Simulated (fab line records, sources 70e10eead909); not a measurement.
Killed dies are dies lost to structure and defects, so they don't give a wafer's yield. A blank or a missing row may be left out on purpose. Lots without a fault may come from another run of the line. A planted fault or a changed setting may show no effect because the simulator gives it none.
Chamber matching | flow nand_harc | NHARC_P_M0_CMP_23 on cmp-03: 4 sister chambers
The step polishes, t overpolish 20 s, target thk 117.53 nm. 8 wafers are shown with their chamber, then 12 later ones without.

WAFERS WITH THEIR CHAMBER
wafer  | chamber | motor_current_A (A) | time_to_endpoint_s (s)
L077.2 | 1       | 11.9                | 29.5
L078.2 | 1       | 11.4                | 30.3
L088.6 | 0       | 10.5                | 27.5
L085.4 | 3       | 11.8                | 28.6
L085.5 | 3       | 11.3                | 28.1
L089.2 | 0       | 10.7                | 26.8
L089.3 | 2       | 12.4                | 28.7
L089.5 | 2       | 12.6                | 28.5

WAFERS WITHOUT THEIR CHAMBER
wafer  | motor_current_A (A) | time_to_endpoint_s (s)
L093.1 | 13.1                | 29.1
L093.3 | 12.3                | 29.0
L093.5 | 12.4                | 27.0
L094.3 | 10.4                | 28.9
L094.4 | 12.3                | 29.7
L094.5 | 12.0                | 28.3
L095.1 | 10.1                | 30.1
L095.2 | 12.1                | 29.4
L095.5 | 10.8                | 25.0
L096.1 | 12.6                | 30.3
L096.2 | 11.4                | 28.8
L096.3 | 12.0                | 29.4

WHICH CHAMBER EACH WENT THROUGH
wafer  | from the rows above          | in truth
L093.1 | 2                            | 2
L093.3 | can't be placed: 2 or 3      | 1
L093.5 | can't be placed: 2 or 3      | 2
L094.3 | can't be placed: 0 or 3 or 1 | 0
L094.4 | can't be placed: 1 or 2 or 3 | 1
L094.5 | can't be placed: 3 or 2      | 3
L095.1 | can't be placed: 1 or 3 or 0 | 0
L095.2 | can't be placed: 1 or 2 or 3 | 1
L095.5 | 0                            | 0
L096.1 | can't be placed: 1 or 2      | 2
L096.2 | can't be placed: 3 or 1      | 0
L096.3 | can't be placed: 1 or 2 or 3 | 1
Placed correctly: 2 of 12. Can't be placed from these rows: 10 (the true chamber is among the candidates in 8). Placed wrongly: 0.
How it was worked out, from the rows above alone: a wafer's distance from a chamber is the root of the sum, over the readings, of the square of ((its reading less the chamber's mean) divided by the reading's scatter). The wafer belongs to the nearest chamber; if the next one is less than 2 further off, it can't be placed. A chamber's mean is the mean of its shown wafers. The scatter: the root of (the sum of the squares of (reading less its chamber's mean) over the shown wafers, divided by (wafers less chambers)).
